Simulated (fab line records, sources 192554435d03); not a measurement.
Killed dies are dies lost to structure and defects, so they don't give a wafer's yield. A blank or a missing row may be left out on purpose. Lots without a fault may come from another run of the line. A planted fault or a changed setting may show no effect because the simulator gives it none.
Chamber matching | flow n5_finfet | N5_BEOL_M1_STRIP_66 on rie_diel-03: 4 sister chambers
The step strips in CF4. 4 wafers are shown with their chamber, then 9 later ones without.

WAFERS WITH THEIR CHAMBER
wafer  | chamber | showerhead_plenum_p_Torr (Torr)
L085.2 | 0       | 1.81
L092.2 | 1       | 1.78
L092.4 | 3       | 1.80
L092.5 | 2       | 1.86

WAFERS WITHOUT THEIR CHAMBER
wafer  | showerhead_plenum_p_Torr (Torr)
L094.2 | 1.81
L094.3 | 1.80
L094.5 | 1.81
L096.2 | 1.79
L096.4 | 1.85
L096.5 | 1.85
L097.3 | 1.79
L097.5 | 1.80
L097.6 | 1.78

WHICH CHAMBER EACH WENT THROUGH
wafer  | from the rows above          | in truth
L094.2 | can't be placed: 0 or 3      | 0
L094.3 | can't be placed: 3 or 0      | 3
L094.5 | can't be placed: 0 or 3      | 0
L096.2 | can't be placed: 1 or 3 or 0 | 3
L096.4 | 2                            | 2
L096.5 | 2                            | 2
L097.3 | can't be placed: 1 or 3 or 0 | 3
L097.5 | can't be placed: 3 or 0      | 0
L097.6 | 1                            | 1
Placed correctly: 3 of 9. Can't be placed from these rows: 6 (the true chamber is among the candidates in 6). Placed wrongly: 0.
How it was worked out, from the rows above alone: a wafer's distance from a chamber is the root of the sum, over the readings, of the square of ((its reading less the chamber's mean) divided by the reading's scatter). The wafer belongs to the nearest chamber; if the next one is less than 2 further off, it can't be placed. A chamber's mean is the mean of its shown wafers. The scatter: with one shown wafer a chamber, the root of the mean of the squares of how far each hidden wafer lies from its nearest shown one.
